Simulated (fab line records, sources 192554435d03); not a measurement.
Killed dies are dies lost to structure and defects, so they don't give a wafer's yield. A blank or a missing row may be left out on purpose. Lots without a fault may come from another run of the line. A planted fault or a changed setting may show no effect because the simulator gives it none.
Chamber matching | flow n5_finfet | N5_DUMMY_GATE_CMP_04 on cmp-01: 4 sister chambers
The step polishes a-Si. 4 wafers are shown with their chamber, then 7 later ones without.

WAFERS WITH THEIR CHAMBER
wafer  | chamber | motor_current_A (A)
L086.2 | 2       | 8.1
L087.1 | 0       | 9.9
L091.1 | 1       | 11.3
L091.2 | 3       | 8.5

WAFERS WITHOUT THEIR CHAMBER
wafer  | motor_current_A (A)
L091.4 | 10.6
L092.1 | 8.2
L092.2 | 7.9
L092.3 | 10.2
L094.3 | 10.4
L094.4 | 11.2
L095.2 | 8.7

WHICH CHAMBER EACH WENT THROUGH
wafer  | from the rows above     | in truth
L091.4 | can't be placed: 0 or 1 | 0
L092.1 | can't be placed: 2 or 3 | 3
L092.2 | can't be placed: 2 or 3 | 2
L092.3 | 0                       | 0
L094.3 | can't be placed: 0 or 1 | 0
L094.4 | 1                       | 1
L095.2 | can't be placed: 3 or 2 | 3
Placed correctly: 2 of 7. Can't be placed from these rows: 5 (the true chamber is among the candidates in 5). Placed wrongly: 0.
How it was worked out, from the rows above alone: a wafer's distance from a chamber is the root of the sum, over the readings, of the square of ((its reading less the chamber's mean) divided by the reading's scatter). The wafer belongs to the nearest chamber; if the next one is less than 2 further off, it can't be placed. A chamber's mean is the mean of its shown wafers. The scatter: with one shown wafer a chamber, the root of the mean of the squares of how far each hidden wafer lies from its nearest shown one.
